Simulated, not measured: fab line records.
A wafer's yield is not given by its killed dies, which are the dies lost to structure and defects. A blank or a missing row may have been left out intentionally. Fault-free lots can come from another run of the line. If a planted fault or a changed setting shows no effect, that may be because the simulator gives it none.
One fault seen from 2 desks / flow nand-harc / every desk sees just its own numbers, and what lay behind them comes last

THE TOOL OWNER'S DESK: litho-track-04
Per lot that ran on this tool, the mean of the sampled wafers carrying a number, from the tool's own readings at NHARC_P_M0_SOFTBAKE_04 (time 55 s). A lot is out of limits, marked OUT, if its mean lies more than 4 standard deviations from the usual mean; the brackets give that distance.
Columns: A = heater-power-total-W at NHARC_P_M0_SOFTBAKE_04, usual 188.45 W
lot=L536; first seen here=day 7 07:00; A=188.43
lot=L537; first seen here=day 7 17:00; A=188.33
lot=L539; first seen here=day 9 05:00; A=188.40
lot=L550; first seen here=day 13 00:00; A=285.26 (+99 or more) OUT
lot=L552; first seen here=day 14 05:00; A=285.21 (+99 or more) OUT
This desk's finding: out of limits on L550, L552; first on L550, day 13 00:00 (heater-power-total-W at NHARC_P_M0_SOFTBAKE_04). Within limits: L536, L537, L539.

THE METROLOGY DESK
What the gauges read for every lot (on any tool): the sampled wafers with a number, averaged. A lot is out of limits, marked OUT, if its mean lies more than 4 standard deviations from the usual mean; the brackets give that distance.
Columns: A = cd-nm at NHARC_P_CONTACT_CD_MEAS_19, usual 89.7 nm
lot=L534; first seen here=day 6 13:09; A=89.4
lot=L536; first seen here=day 7 04:53; A=88.6
lot=L537; first seen here=day 7 15:04; A=89.5
lot=L538; first seen here=day 8 15:26; A=89.6
lot=L539; first seen here=day 9 03:02; A=91.2
lot=L541; first seen here=day 9 13:16; A=90.8
lot=L543; first seen here=day 10 01:26; A=91.5
lot=L542; first seen here=day 10 02:10; A=90.7
lot=L550; first seen here=day 12 21:53; A=89.4
lot=L552; first seen here=day 14 03:07; A=89.3
lot=L553; first seen here=day 14 07:07; A=89.9
lot=L555; first seen here=day 15 02:53; A=88.7
lot=L556; first seen here=day 15 10:01; A=89.1
This desk's finding: nothing out of limits on any of the 13 lots.

PUT TOGETHER
The tool owner's desk could have raised an alarm at day 13 00:00, on L550, L552.
The metrology desk saw nothing out of limits.
The metrology desk holds a record of L550, L552, inside its limits.
Every lot named ran NHARC_P_M0_SOFTBAKE_04 on litho-track-04.

WHAT WAS PUT IN BY THE SIMULATOR
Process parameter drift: litho-track-04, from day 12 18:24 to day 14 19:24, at NHARC_P_M0_SOFTBAKE_04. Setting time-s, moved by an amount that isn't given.
Struck lots among those shown: L550, L552.
Hours from the fault's start to each desk's first reading out of limits: the tool owner's desk, 6.
